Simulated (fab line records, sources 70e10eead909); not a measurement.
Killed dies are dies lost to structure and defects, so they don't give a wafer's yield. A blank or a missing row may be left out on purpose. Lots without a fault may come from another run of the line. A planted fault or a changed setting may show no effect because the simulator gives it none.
Chamber matching | flow nand_harc | NHARC_A_CHANNEL_FILL_D1_ALD_02 on ald_hk-04: 4 sister chambers
The step deposits SiO2, target thk 6 nm, pulse time 10 s, ald cycles 60. 8 wafers are shown with their chamber, then 9 later ones without.

WAFERS WITH THEIR CHAMBER
wafer  | chamber | heater_power_w (W) | precursor_pulse_height_rel
L720.6 | 0       | 436                | 1.002
L719.5 | 0       | 448                | 1.002
L719.6 | 1       | 437                | 1.006
L722.2 | 2       | 424                | 1.022
L722.4 | 1       | 442                | 1.025
L724.1 | 2       | 434                | 1.017
L724.3 | 3       | 548                | 0.977
L724.5 | 3       | 554                | 1.011

WAFERS WITHOUT THEIR CHAMBER
wafer  | heater_power_w (W) | precursor_pulse_height_rel
L726.2 | 417                | 0.989
L726.3 | 424                | 1.002
L726.5 | 454                | 1.010
L735.1 | 547                | 0.985
L735.3 | 431                | 1.009
L735.4 | 416                | 0.990
L736.2 | 439                | 1.024
L736.3 | 544                | 0.972
L736.6 | 435                | 0.963

WHICH CHAMBER EACH WENT THROUGH
wafer  | from the rows above          | in truth
L726.2 | can't be placed: 2 or 1 or 0 | 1
L726.3 | can't be placed: 2 or 1 or 0 | 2
L726.5 | can't be placed: 0 or 1      | 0
L735.1 | 3                            | 3
L735.3 | can't be placed: 2 or 1 or 0 | 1
L735.4 | can't be placed: 2 or 1 or 0 | 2
L736.2 | can't be placed: 1 or 2 or 0 | 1
L736.3 | 3                            | 3
L736.6 | can't be placed: 0 or 1 or 2 | 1
Placed correctly: 2 of 9. Can't be placed from these rows: 7 (the true chamber is among the candidates in 7). Placed wrongly: 0.
How it was worked out, from the rows above alone: a wafer's distance from a chamber is the root of the sum, over the readings, of the square of ((its reading less the chamber's mean) divided by the reading's scatter). The wafer belongs to the nearest chamber; if the next one is less than 2 further off, it can't be placed. A chamber's mean is the mean of its shown wafers. The scatter: the root of (the sum of the squares of (reading less its chamber's mean) over the shown wafers, divided by (wafers less chambers)).
